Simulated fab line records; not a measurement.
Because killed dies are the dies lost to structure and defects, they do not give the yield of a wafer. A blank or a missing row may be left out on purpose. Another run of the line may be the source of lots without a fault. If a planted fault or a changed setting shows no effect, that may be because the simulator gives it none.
A lot that was struck, set against a sound lot / flow n5Finfet / 14 out of 1938 route steps
Sound: wafers L706.1, L706.2, L706.4. Wafers struck: L708.2, L708.4, L708.6. Last of all comes the cause.
At each step with rows: each side's tool, then ch and its chambers, then its first start. Under that, the readings that differ: sound wafers / struck wafers / difference of the means / sigmas: that difference in standard deviations of wafers without a fault.
alike: readings with means less than 2 such deviations apart, plus words and numbers identical on both sides. not compared: withheld readings, readings lacking a value on some wafer, bounds such as >300 that could conceal the same value, and numbers that have no deviation in the record and whose values overlap.
Wherever a step has rows on one side only, a row that says differs or no value, or a row with sigmas, the two part there. Non-overlapping numbers with no deviation appear without sigmas and do not part them. Lack of a reading on every wafer of one side parts them only where that side has two or more wafers.

first, 3 steps without rows for these wafers: N5_DUMMY_REMOVAL_PRECLEAN_04 (cleans in DHF, time 37 s); N5_DUMMY_REMOVAL_SRD_05 (time 30 s); N5_HKMG_FIN_IL_REGROW_00 (material SiO2, chemistry O3, target thk 0.75 nm, time 30 s).
N5_HKMG_FIN_HK_ALD_01: deposits HfO2, target thk 1.6 nm, pulse time 3 s, purge time 3 s.
  sound on aldHk-01 ch 0,1,2, day 4 17:27; struck on aldHk-01 ch 0,1,2, day 5 04:28
  alike: precursorPulseHeightRel
N5_HKMG_FIN_HK_ANNEAL_02: time 30 s.
  sound on rtpAnneal-01 ch 0, day 4 17:42; struck on rtpAnneal-01 ch 0, day 5 04:41
  alike: lampPowerPct, lamp_zone_1_pct, wafer_temp_C_max
N5_HKMG_FIN_ALD_74: deposits La2O3, target thk 0.5 nm, pulse time 6 s, co reactant pulse time 1 s.
  sound on aldHk-03 ch 1,2,3, day 4 17:55; struck on aldHk-03 ch 0,1,2, day 5 04:52
  alike: heaterPowerW, precursorPulseHeightRel, susceptorTempC
N5_HKMG_FIN_ALD_75: deposits Al2O3, target thk 1 nm, co reactant pulse time 1 s.
  sound on aldHk-03 ch 1,2,3, day 4 17:59; struck on aldHk-03 ch 0,1,2, day 5 04:56
  alike: heaterPowerW, precursorPulseHeightRel, susceptorTempC
then, 5 steps without rows for these wafers: N5_HKMG_FIN_COAT_41 (time 60 s, resist thk 300 nm); N5_HKMG_FIN_COAT_42 (time 60 s, resist thk 35 nm); N5_HKMG_FIN_COAT_43 (resist thk 90 nm); N5_HKMG_FIN_EBR_45; N5_HKMG_FIN_SOFTBAKE_44 (time 60 s).
N5_HKMG_FIN_EXPOSE_46: exposes mask NDIPOLE.
  sound on arfiScanner-03 ch 0, day 4 18:13; struck on arfiScanner-03, day 5 05:17
  no value came back on the struck wafers for any of 5 readings (exposureDoseMJCm2, focusOffsetNm (nm) and others); on the sound wafers exposureDoseMJCm2 reads 39.94 40.00 39.98
  alike: mask
then, 1 step without rows for these wafers: N5_HKMG_FIN_PEB_47 (peb time 60 s).

WHERE THEY PART
Only at N5_HKMG_FIN_EXPOSE_46, as far as this record shows.

WHY: what had been put in by the simulator
Entire step skipped (arfiScanner-03, N5_HKMG_FIN_EXPOSE_46), from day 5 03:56 onward. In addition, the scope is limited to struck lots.
